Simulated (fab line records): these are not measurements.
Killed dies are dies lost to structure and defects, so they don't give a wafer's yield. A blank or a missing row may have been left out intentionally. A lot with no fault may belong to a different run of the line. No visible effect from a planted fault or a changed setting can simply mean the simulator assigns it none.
fab line records	flow nand-harc
[record] lots = 5	wafers = 15	last-day = 34
route steps=1302 shown A_CONTACT@997 END@1302
lots with no fault: from the same line, run without faults
start-h: start of the lot's first displayed wafer, in hours after the record's first day	wait-h: how many hours have passed since the lot's step before this one	" repeats the value in the row above	L1.1+2: a single row standing in for several wafers	- no value, or no start was given	* or withheld: withheld	< > ~ a bound
route shown NAME@n: NAME is a module with steps in the file, n the number in the route of the first one	usual: mean/standard deviation taken from wafers without a fault	same: alike in all rows	chamber/n: place in a boat	sites: the reading at each site	_std_site: the values' standard deviation	_edge_site: mean of outer sites minus mean of inner sites	radius-mm: how far each site lies from the wafer's centre	mask NAME#n: copy n	behind: tool/chamber where the wafer was last shaped	hold: reason for holding the lot/hours on hold/outcome of the hold	device: whichever transistor did not switch (one of n, p or np)	end of line: tests of these same wafers at the route's end	a step without rows: its recipe alone	killed: dies lost to structure and defects at the first sort, not the wafer's yield	map: a wafer's dies, x killed, . not, _ none there
set.NAME: the setting the step ran with; set.NAME@STEP: the setting that earlier step ran with	model.NAME: the simulator's own value behind a step, which no gauge read
certain route steps with their lots: each step a table, each wafer a row
services: when a tool's chamber went out of use (start-h, in hours from the record's first day, below 0 if earlier), for how many hours, and the reason
[[steps]]
[step NHARC_A_CONTACT_CD_MEAS_42]
[recipe] target-cd-nm = 300	landing-energy-ev = 500
[usual] cd-nm = 299.9/0.49
lot.wafer	tool	chamber	start-h	wait-h	cd-nm
L796.1	cd-sem-03	0	501.40	-	299.3
L796.3	"	0	"	"	299.1
L796.6	"	0	"	"	299.6
L803.2	cd-sem-03	0	576.15	-	299.1
L803.3	"	0	"	"	298.8
L803.5	"	0	"	"	299.5
L807.1	cd-sem-01	0	620.65	-	300.4
L807.3	"	0	"	"	300.9
L807.4	"	0	"	"	300.7
L813.1	cd-sem-02	0	670.54	-	300.0
L813.3	"	0	"	"	300.3
L813.4	"	0	"	"	300.0
L817.1	cd-sem-02	0	721.65	-	299.9
L817.3	"	0	"	"	299.9
L817.5	"	0	"	"	300.3
[step NHARC_A_CONTACT_OVL_MEAS_43]
[usual] overlay-x-nm = -0.3/0.89	overlay-y-nm = -0.1/1
lot.wafer	tool	chamber	start-h	wait-h	overlay-x-nm	overlay-y-nm
L796.1	overlay-02	-	501.48	-	0.7	0.8
L796.3	"	-	"	"	0.4	0.6
L796.6	"	-	"	"	0.4	0.3
L803.2	overlay-01	-	576.24	-	-0.6	0.2
L803.3	"	-	"	"	-0.3	0.3
L803.5	"	-	"	"	-0.3	0.3
L807.1	overlay-01	-	620.74	-	0.7	0.3
L807.3	"	-	"	"	0.8	0.1
L807.4	"	-	"	"	0.8	-0.1
L813.1	overlay-02	-	670.63	-	0.7	-0.8
L813.3	"	-	"	"	1.6	-0.6
L813.4	"	-	"	"	0.9	-0.8
L817.1	overlay-01	-	721.74	-	-0.7	-0.2
L817.3	"	-	"	"	-1.1	0.5
L817.5	"	-	"	"	-0.5	0.6
[step NHARC_A_CONTACT_INSPECT_44]
[usual] raw-defect-count = 74/36
lot.wafer	tool	chamber	start-h	wait-h	raw-defect-count
L796.1	defect-inspect-01	-	501.52	0.0	141
L796.3	"	-	"	"	139
L796.6	"	-	"	"	153
L803.2	defect-inspect-01	-	576.28	0.0	33
L803.3	"	-	"	"	41
L803.5	"	-	"	"	30
L807.1	defect-inspect-02	-	620.77	0.0	21
L807.3	"	-	"	"	22
L807.4	"	-	"	"	16
L813.1	defect-inspect-01	-	670.67	0.0	105
L813.3	"	-	"	"	134
L813.4	"	-	"	"	90
L817.1	defect-inspect-01	-	721.77	0.0	19
L817.3	"	-	"	"	19
L817.5	"	-	"	"	19
[step NHARC_A_CONTACT_DESCUM_47]
[recipe] time-s = 3	o2-flow-sccm = 200	ar-flow-sccm = 0	bias-power-w = 0	chemistry = O2
[step NHARC_A_CONTACT_ETCH_48]
[recipe] target-depth-a = 390	over-etch-frac = 0.3	time-s = 65	ion-energy-ev = 80	cf4-flow-sccm = 150	ar-flow-sccm = 0	rf-w = 300	bias-w = 100	chemistry = CF4
[usual] chamber-pressure-mTorr = 50.00/0.052	drypump-motor-current-A = 5.8/0.32	oes-product-au = 0.999/0.008	rf-vpp-V = 151.4/1.2	showerhead-plenum-p-Torr = 1.78/0.072	throttle-valve-pct = 13.285/0.0097
lot.wafer	tool	chamber	start-h	wait-h	chamber-pressure-mTorr	drypump-motor-current-A	oes-product-au	rf-hours-counter-h	rf-vpp-V	showerhead-plenum-p-Torr	throttle-valve-pct
L796.1	rie-diel-08	2	501.83	0.2	49.98	5.6	1.006	19	152.8	1.85	13.288
L796.3	"	0	"	"	50.00	6.0	1.000	21	151.7	1.82	13.292
L796.6	"	2	"	"	49.92	5.6	0.990	-	151.4	1.85	13.286
L803.3	rie-diel-01	2	576.43	0.1	50.03	5.7	1.004	2	151.8	1.88	13.283
L803.2	"	0	"	"	50.07	5.3	0.993	1	150.4	1.72	13.288
L803.5	"	2	"	"	49.93	5.8	0.990	-	152.5	1.88	13.289
L807.1	rie-diel-08	1	620.92	0.1	50.01	6.1	0.998	10	150.6	1.70	13.295
L807.3	"	2	"	"	49.98	5.6	0.990	10	152.9	1.84	13.298
L807.4	"	3	"	"	49.96	5.8	1.009	10	151.8	1.84	13.295
L813.3	rie-diel-08	1	670.82	0.1	50.01	6.1	1.005	18	149.8	1.70	13.282
L813.4	"	2	"	"	50.04	5.6	0.991	17	152.1	1.84	13.280
L813.1	"	3	"	"	50.01	5.8	1.004	18	152.0	1.84	13.276
L817.1	rie-diel-01	0	721.92	0.1	49.99	5.4	0.997	50	151.1	1.71	13.267
L817.3	"	3	"	"	49.96	5.8	1.000	46	151.1	1.65	13.263
L817.5	"	1	"	"	50.06	5.4	0.984	-	149.3	1.74	13.278
[step NHARC_A_CONTACT_ETCH_49]
[recipe] target-depth-a = 2600	over-etch-frac = 0.3	time-s = 475.3	ion-energy-ev = 200	n2-flow-sccm = 150	h2-flow-sccm = 150	ar-flow-sccm = 0	rf-w = 400	bias-w = 150	chemistry = N2/H2
[usual] chamber-pressure-mTorr = 30.001/0.027	drypump-motor-current-A = 5.8/0.33	h2-flow-sccm = 150.0/0.46	oes-product-au = 0.999/0.0076	rf-vpp-V = 430.8/2.7	showerhead-plenum-p-Torr = 2.05/0.093	throttle-valve-pct = 14.171/0.0087
lot.wafer	tool	chamber	start-h	wait-h	chamber-pressure-mTorr	drypump-motor-current-A	h2-flow-sccm	oes-product-au	rf-hours-counter-h	rf-vpp-V	showerhead-plenum-p-Torr	throttle-valve-pct
L796.3	rie-diel-08	1	-	-	30.005	6.1	149.5	0.991	22	429.2	1.96	14.166
L796.1	"	2	"	"	29.954	5.6	150.5	1.005	21	432.7	2.14	14.185
L796.6	"	1	"	"	29.963	6.1	148.8	0.997	-	427.8	1.96	14.175
L803.3	rie-diel-01	3	-	-	30.029	5.8	150.0	0.993	1	425.7	1.91	14.169
L803.2	"	1	"	"	29.985	5.4	150.4	0.984	2	429.9	2.02	14.177
L803.5	"	0	"	"	30.041	5.4	149.6	0.999	-	429.3	1.98	14.170
L807.4	rie-diel-08	1	-	-	30.013	6.1	150.3	1.009	10	428.7	1.95	14.178
L807.3	"	2	"	"	29.990	5.6	151.0	0.987	10	434.1	2.14	14.173
L807.1	"	0	"	"	30.034	6.0	150.4	0.996	11	432.1	2.10	14.180
L813.1	rie-diel-08	2	-	-	29.932	5.6	149.8	0.994	17	433.7	2.13	14.173
L813.4	"	3	"	"	29.986	5.8	150.3	0.989	18	432.6	2.13	14.166
L813.3	"	1	"	"	30.011	6.1	149.8	0.994	18	427.2	1.95	14.178
L817.3	rie-diel-01	1	-	-	30.022	5.4	150.1	0.988	51	427.7	2.01	14.188
L817.1	"	2	"	"	29.979	5.7	150.8	0.997	48	432.3	2.16	14.162
L817.5	"	3	"	"	29.956	5.9	150.0	1.001	-	425.0	1.89	14.176
[step NHARC_A_CONTACT_ETCH_50]
[recipe] target-depth-a = 1210	time-s = 60.5	cf4-flow-sccm = 100	chf3-flow-sccm = 30	ar-flow-sccm = 0	rf-w = 500	bias-w = 200	chemistry = CF4/CHF3
[step NHARC_A_CONTACT_ETCH_51]
[recipe] target-depth-a = 70000	over-etch-frac = 0.3	time-s = 1820	ion-energy-ev = 150	o2-flow-sccm = 400	cos-flow-sccm = 20	ar-flow-sccm = 0	rf-w = 500	bias-w = 300	chemistry = O2/COS
[step NHARC_A_CONTACT_ETCH_111]
[recipe] source-w = withheld	pressure-mtorr = 20	bias-v = withheld	time-s = 140	target-depth-a = 7000	ar-flow-sccm = withheld	c4f8-flow-sccm = withheld	o2-flow-sccm = withheld	chemistry = C4F8/O2/Ar
[step NHARC_A_CONTACT_ETCH_112]
[recipe] source-w = withheld	pressure-mtorr = 20	bias-v = 3000	time-s = 190	target-depth-a = 18500	ar-flow-sccm = withheld	c4f8-flow-sccm = withheld	o2-flow-sccm = withheld	chemistry = C4F8/O2/Ar
[step NHARC_A_CONTACT_ETCH_113]
[recipe] source-w = withheld	pressure-mtorr = 20	bias-v = 3000	time-s = 190	target-depth-a = 18500	ar-flow-sccm = withheld	c4f8-flow-sccm = withheld	o2-flow-sccm = withheld	chemistry = C4F8/O2/Ar
[step NHARC_A_CONTACT_ETCH_114]
[recipe] source-w = withheld	pressure-mtorr = 20	bias-v = 3000	time-s = 190	target-depth-a = 18500	ar-flow-sccm = withheld	c4f8-flow-sccm = withheld	o2-flow-sccm = withheld	chemistry = C4F8/O2/Ar
[step NHARC_A_CONTACT_ETCH_115]
[recipe] source-w = withheld	pressure-mtorr = 20	bias-v = 3000	time-s = 190	target-depth-a = 18500	ar-flow-sccm = withheld	c4f8-flow-sccm = withheld	o2-flow-sccm = withheld	chemistry = C4F8/O2/Ar
[usual] chamber-pressure-mTorr = 19.999/0.019
lot.wafer	tool	chamber	start-h	wait-h	chamber-pressure-mTorr	rf-hours-counter-h
L796.1	har-cap-etch-02	0	505.00	0.1	20.012	87
L796.3	"	1	"	"	20.001	-
L796.6	"	0	"	"	20.016	-
L803.2	har-cap-etch-02	1	578.91	0.1	19.988	102
L803.3	"	1	"	"	20.021	-
L803.5	"	0	"	"	20.002	-
L807.1	har-cap-etch-01	0	623.39	0.1	19.960	19
L807.4	"	0	"	"	19.987	-
L807.3	"	1	"	"	20.013	-
L813.1	har-cap-etch-02	1	673.26	0.1	20.001	118
L813.3	"	1	"	"	19.981	-
L813.4	"	0	"	"	20.017	-
L817.1	har-cap-etch-03	0	724.39	0.1	20.036	81
L817.3	"	0	"	"	19.989	-
L817.5	"	1	"	"	20.012	-
[step NHARC_A_CONTACT_ETCH_116]
[recipe] source-w = withheld	pressure-mtorr = 20	bias-v = 3000	time-s = 190	target-depth-a = 18500	ar-flow-sccm = withheld	c4f8-flow-sccm = withheld	o2-flow-sccm = withheld	chemistry = C4F8/O2/Ar
[step NHARC_A_CONTACT_ETCH_117]
[recipe] source-w = withheld	pressure-mtorr = 20	bias-v = 3000	time-s = 190	target-depth-a = 18500	ar-flow-sccm = withheld	c4f8-flow-sccm = withheld	o2-flow-sccm = withheld	chemistry = C4F8/O2/Ar
[step NHARC_A_CONTACT_ETCH_118]
[recipe] source-w = withheld	pressure-mtorr = 20	bias-v = 3000	time-s = 190	target-depth-a = 18500	ar-flow-sccm = withheld	c4f8-flow-sccm = withheld	o2-flow-sccm = withheld	chemistry = C4F8/O2/Ar
[step NHARC_A_CONTACT_ETCH_119]
[recipe] source-w = withheld	pressure-mtorr = 20	bias-v = 3000	time-s = 190	target-depth-a = 18500	ar-flow-sccm = withheld	c4f8-flow-sccm = withheld	o2-flow-sccm = withheld	chemistry = C4F8/O2/Ar
[step NHARC_A_CONTACT_ETCH_120]
[recipe] source-w = withheld	pressure-mtorr = 20	bias-v = 3000	time-s = 190	target-depth-a = 18500	ar-flow-sccm = withheld	c4f8-flow-sccm = withheld	o2-flow-sccm = withheld	chemistry = C4F8/O2/Ar
[step NHARC_A_CONTACT_ETCH_121]
[recipe] source-w = withheld	pressure-mtorr = 20	bias-v = 3000	time-s = 190	target-depth-a = 18500	ar-flow-sccm = withheld	c4f8-flow-sccm = withheld	o2-flow-sccm = withheld	chemistry = C4F8/O2/Ar
[step NHARC_A_CONTACT_ETCH_122]
[recipe] source-w = withheld	pressure-mtorr = 20	bias-v = 3000	time-s = 190	target-depth-a = 18500	ar-flow-sccm = withheld	c4f8-flow-sccm = withheld	o2-flow-sccm = withheld	chemistry = C4F8/O2/Ar
[usual] chamber-pressure-mTorr = 19.998/0.019
lot.wafer	tool	chamber	start-h	wait-h	chamber-pressure-mTorr	rf-hours-counter-h
L796.1	har-cap-etch-02	0	506.20	0.1	20.018	88
L796.3	"	1	"	"	20.015	-
L796.6	"	0	"	"	20.007	-
L803.2	har-cap-etch-02	1	580.23	0.2	19.997	103
L803.3	"	1	"	"	20.024	-
L803.5	"	0	"	"	19.971	-
L807.1	har-cap-etch-01	0	624.59	0.1	20.034	21
L807.4	"	0	"	"	19.977	-
L807.3	"	1	"	"	20.007	-
L813.1	har-cap-etch-02	1	674.45	0.1	19.991	119
L813.3	"	1	"	"	19.979	-
L813.4	"	0	"	"	20.006	-
L817.1	har-cap-etch-03	0	725.58	0.1	19.976	82
L817.3	"	0	"	"	19.965	-
L817.5	"	1	"	"	19.993	-
[step NHARC_A_CONTACT_ETCH_123]
[recipe] source-w = withheld	pressure-mtorr = 20	bias-v = 400	time-s = 490	target-depth-a = 21100	ar-flow-sccm = withheld	c4f8-flow-sccm = 11.5	o2-flow-sccm = 7.2	chemistry = C4F8/O2/Ar
[step NHARC_A_CONTACT_ETCH_90]
[recipe] target-depth-a = 400	over-etch-frac = 0.5	time-s = 85.7	ion-energy-ev = 120	ch3f-flow-sccm = 50	o2-flow-sccm = 30	ar-flow-sccm = 200	rf-w = 500	bias-w = 100	chemistry = CH3F/O2
[step NHARC_A_CONTACT_ETCH_96]
[recipe] target-depth-a = 200	over-etch-frac = 0.5	time-s = 10	ion-energy-ev = 250	c4f6-flow-sccm = 25	o2-flow-sccm = 20	ar-flow-sccm = 500	rf-w = 600	bias-w = 500	chemistry = C4F6/O2
[step NHARC_A_CONTACT_CD_MEAS_53]
[usual] cd-nm = 289.5/0.76
lot.wafer	tool	chamber	start-h	wait-h	cd-nm
L796.1	cd-sem-03	-	507.57	-	290.0
L796.3	"	-	"	"	290.4
L796.6	"	-	"	"	289.8
L803.2	cd-sem-02	-	581.80	-	289.5
L803.3	"	-	"	"	289.4
L803.5	"	-	"	"	289.5
L807.1	cd-sem-03	-	625.96	-	289.3
L807.3	"	-	"	"	289.5
L807.4	"	-	"	"	289.3
L813.1	cd-sem-03	-	676.04	-	289.7
L813.3	"	-	"	"	290.2
L813.4	"	-	"	"	289.4
L817.1	cd-sem-03	-	727.36	-	289.5
L817.3	"	-	"	"	288.9
L817.5	"	-	"	"	289.0
[step NHARC_A_CONTACT_STRIP_99]
[recipe] n2-flow-sccm = 150	h2-flow-sccm = 150	ar-flow-sccm = 0	bias-w = 0	chemistry = N2/H2
[step NHARC_A_CONTACT_STRIP_100]
[recipe] cf4-flow-sccm = 100	chf3-flow-sccm = 30	ar-flow-sccm = 0	bias-w = 0	chemistry = CF4/CHF3
[step NHARC_A_CONTACT_STRIP_101]
[recipe] o2-flow-sccm = 400	cos-flow-sccm = 20	ar-flow-sccm = 0	bias-w = 0	chemistry = O2/COS
[step NHARC_A_CONTACT_ETCH_102]
[recipe] target-depth-a = 1000	overetch-a = 100	time-s = 55	ion-energy-ev = 100	cf4-flow-sccm = 80	o2-flow-sccm = 20	ar-flow-sccm = 0	rf-w = 300	bias-w = 100	chemistry = CF4/O2
[step NHARC_A_CONTACT_STRIP_55]
[recipe] o2-flow-sccm = 500	ar-flow-sccm = 0	bias-w = 0	chemistry = O2
[step NHARC_A_CONTACT_STRIP_56]
[recipe] time-s = 600	temp-c = 30	chemistry = post-etch-residue-remover
[step NHARC_A_CONTACT_DEP_57]
[recipe] target-thk-a = 53000	temp-c = 400	material = aC
[usual] susceptor-temp-C = 399.98/0.18	throttle-valve-pct = 34.999/0.009
lot.wafer	tool	chamber	start-h	wait-h	susceptor-temp-C	throttle-valve-pct
L796.1	acl-dep-02	0	508.52	-	-	34.996
L796.3	"	0	509.59	-	-	34.998
L796.6	"	0	511.18	-	-	35.000
L803.2	acl-dep-02	0	583.29	-	400.05	34.994
L803.3	"	0	"	"	400.42	35.000
L803.5	"	0	584.90	-	400.13	35.003
L807.1	acl-dep-01	0	630.00	-	399.86	35.000
L807.3	"	0	631.08	-	399.71	34.989
L807.4	"	0	"	"	400.05	35.017
L813.1	acl-dep-03	0	680.31	-	399.81	34.980
L813.3	"	0	681.39	-	400.22	35.005
L813.4	"	0	"	"	399.91	34.992
L817.1	acl-dep-02	0	728.31	-	-	35.003
L817.3	"	0	729.37	-	-	35.005
L817.5	"	0	730.43	-	-	35.011
[step NHARC_A_CONTACT_DEP_58]
[recipe] target-thk-a = 900	target-thk-nm = 90	temp-c = 400	pressure-torr = 3.5	flow-sccm = 200	rf-w = 350	material = SiON
[usual] heater-power-w = 798/110	susceptor-temp-C = 400.01/0.22
lot.wafer	tool	chamber	start-h	wait-h	heater-power-w	since-wet-clean-h	susceptor-temp-C
L796.1	pecvd-03	0	511.76	2.7	820	133	399.70
L796.3	"	1	"	"	757	133	400.02
L796.6	"	1	"	"	767	-	399.96
L803.3	pecvd-04	0	585.99	1.6	701	122	399.92
L803.2	"	2	"	"	1055	123	400.09
L803.5	"	1	"	"	643	-	400.26
L807.3	pecvd-03	2	633.28	1.7	913	73	399.94
L807.1	"	0	"	"	829	73	400.03
L807.4	"	0	"	"	822	-	400.19
L813.3	pecvd-04	2	683.61	1.7	1028	39	399.68
L813.1	"	0	"	"	679	39	399.91
L813.4	"	1	"	"	777	-	399.60
L817.1	pecvd-01	0	731.54	2.7	749	45	399.73
L817.3	"	1	"	"	877	45	399.74
L817.5	"	2	"	"	577	-	399.83
[step NHARC_A_CONTACT_DEHYDRATE_59]
[recipe] temp-c = 150	time-s = 120
[step NHARC_A_CONTACT_HMDS_60]
[recipe] time-s = 30
[step NHARC_A_CONTACT_COAT_61]
[recipe] temp-c = 260	time-s = 75
[step NHARC_A_CONTACT_COAT_62]
[recipe] temp-c = 225	time-s = 65
[step NHARC_A_CONTACT_COAT_63]
[recipe] spin-rpm = 1500	resist-thk-nm = 90
[step NHARC_A_CONTACT_SOFTBAKE_64]
[recipe] temp-c = 105	time-s = 55
[step NHARC_A_CONTACT_EBR_65]
[step NHARC_A_CONTACT_EXPOSE_66]
[recipe] na = 1.35	sigma-outer = 0.8	dose-mj = 59.02	mask-id = A_CC_2
[step NHARC_A_CONTACT_PEB_67]
[recipe] peb-temp-c = 100	peb-time-s = 65
[step NHARC_A_CONTACT_DEVELOP_68]
[recipe] develop-time-s = 35	dev-temp-c = 23
[step NHARC_END_SORT_01]
[recipe] temp-c = 25
[usual] killed-at-array = 52/19	killed-at-other = 0.8/1	killed-at-periphery = 3.7/2.5	killed-dies = 56/19	killed-open = 3.5/2	killed-short = 2.2/1.4
[same] gross-dies = 677
lot.wafer	tool	chamber	start-h	wait-h	killed-at-array	killed-at-other	killed-at-periphery	killed-dies	killed-open	killed-short
L803.2	prober-02	0	645.27	2.8	28	1	1	30	0	1
L803.3	prober-02	0	646.07	3.1	37	1	0	38	2	0
L803.5	prober-02	0	647.67	3.7	35	0	7	42	3	5
L813.1	prober-01	0	740.22	2.5	109	0	3	112	3	1
L813.3	prober-01	0	741.82	3.1	118	1	5	124	3	1
// killed by level:class
L803.2 A_CHANNEL_HOLE_D2:chamber-film-flake=16 A_CHANNEL_HOLE_D1:chamber-film-flake=4 A_STAIRCASE:chamber-film-flake=3 A_SLIT:chamber-film-flake=2 A_DECK1_JOINT:geometric-particle:short=1 P_ZERO_WELL:chamber-film-flake=1 A_ZERO_WELL:chamber-film-flake=1 A_WL_FILL:chamber-film-flake=1
L803.3 A_CHANNEL_HOLE_D2:chamber-film-flake=15 A_CHANNEL_HOLE_D1:chamber-film-flake=8 A_WL_FILL:chamber-film-flake=4 A_CONTACT:chamber-film-flake=4 A_SLIT:chamber-film-flake=2 A_ONON_D1:geometric-particle:open=1 A_M0:geometric-particle:open=1 A_ZERO_WELL:chamber-film-flake=1
L803.5 A_CHANNEL_HOLE_D2:chamber-film-flake=14 A_CHANNEL_HOLE_D1:chamber-film-flake=4 A_WL_FILL:chamber-film-flake=4 A_CONTACT:chamber-film-flake=4 P_ZERO_WELL:chamber-film-flake=3 A_SLIT:chamber-film-flake=2 P_STI:geometric-particle:open=1 P_CONTACT:geometric-particle:short=1
L813.1 A_CONTACT:unspecified=55 A_SLIT:chamber-film-flake=34 A_CHANNEL_HOLE_D1:chamber-film-flake=11 A_CHANNEL_FILL_D2:chamber-film-flake=2 A_WL_FILL:chamber-film-flake=2 A_CONTACT:chamber-film-flake=2 P_GATE:geometric-particle:open=1 P_M0:geometric-particle:open=1
L813.3 A_CONTACT:unspecified=57 A_SLIT:chamber-film-flake=34 A_CHANNEL_HOLE_D1:chamber-film-flake=14 A_STAIRCASE:chamber-film-flake=4 P_GATE:chamber-film-flake=3 A_CONTACT:chamber-film-flake=3 P_CONTACT:chamber-film-flake=2 A_ONON_D1:geometric-particle:short=1
// map L813.3 (x killed, . not)
____________x____________
_________xxxx..._________
_______xxxxx......_______
______...xxx.x.....______
_____............x.._____
____............x....____
____.................____
___...................___
___....x..............___
__x.x..................__
__xx...................__
_xxx................x..._
_xxxx.............x....x_
_xxxx......x............_
_xxxxx.................._
_xxxxx............x...x._
xxxxxx.x....x...x........
xxxxxx...x...............
xxxxxx..xxx..........x...
xxxxx...xx.x.............
xxxxxxx.xxxxx............
_xxxx..xxxxx............_
_.......xxx.....x......._
_......xxxxx............_
_......................._
_.....xxxx.............._
__.....x.x.....x...x...__
__......xx.............__
___.....x.............___
___...................___
____.............x...____
____.................____
_____..............._____
______.............______
_______..........._______
_________......._________
____________.____________
// map L803.5 (x killed, . not)
____________.____________
_________......._________
_______..........._______
______.............______
_____..............._____
____.................____
____..x..x...........____
___...................___
___...................___
__.....................__
__.....x...............__
_......................._
_......................._
_......................._
_.................x....._
_......................._
........................x
..........x.x.x..........
.........................
.....x.......x...........
.........................
_......................._
_x......................_
_.............x........._
_...x.........x........._
_.....................x._
__.....................__
__.........x...........__
___.......x.x.........___
___.......x.x.........___
____.x.....x.xxxx....____
____...x..x.xxx......____
_____...x...xxx....._____
______...x..xx..x..______
_______..x........_______
_________x...x.._________
____________.____________
[[services]]
tool	chamber	start-h	hours	kind
acl-dep-03	-	480.96	13.0	pm
rie-diel-01	2	484.32	20.3	repair
pecvd-01	-	492.36	13.0	pm
har-cap-etch-01	-	497.00	17.0	pm
pecvd-03	-	499.17	0.6	repair
rie-diel-08	0	500.64	-	clean
rie-diel-08	-	546.12	9.0	pm
pecvd-03	-	547.14	13.0	pm
acl-dep-01	-	551.59	13.0	pm
rie-diel-01	-	561.14	9.0	pm
pecvd-03	-	568.87	2.7	repair
har-cap-etch-03	-	583.84	0.6	repair
acl-dep-02	-	605.33	13.0	pm
rie-diel-01	3	618.65	3.9	repair
pecvd-04	-	631.52	13.0	pm
rie-diel-08	2	650.03	5.1	repair
acl-dep-03	-	662.18	13.0	pm
pecvd-01	-	673.36	13.0	pm
acl-dep-03	-	675.29	1.8	repair
rie-diel-01	-	682.16	0.1	repair
rie-diel-08	0	693.17	7.0	repair
rie-diel-08	-	723.12	9.0	pm
pecvd-03	-	728.14	13.0	pm
har-cap-etch-03	-	728.64	0.8	repair
[[key]]
[first-sign] step = NHARC_END_SORT_01	reading = killed-at-array	direction = up	sigmas = 3.3	usual = 52	struck = 114
[effect] step = NHARC_END_SORT_01	reading = killed-dies	direction = up	sigmas = 3.3	usual = 56	struck = 118
[more-kills-born-at] NHARC_A_CONTACT_ETCH_115@har-cap-etch-02 = 109
met-at NHARC_A_CONTACT_ETCH_115
struck-wafers L813.1,L813.3
tester-left-out L813
onset-between 578.91 673.26
[fault] kind = chamber-particle-source	tool = har-cap-etch-02	chamber = 1	onset-h = 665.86	steps = NHARC_A_CONTACT_ETCH_115	rate-per-visit-cm2 = 1.1109	end-h = 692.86
// tester-left-out: of these lots the tester's yield and bins aren't shown, on N5 and GAA mostly nor the transistor test; their killed dies are dies lost to structure and defects alone, not to doping, threshold or leakage, so they don't give the yield
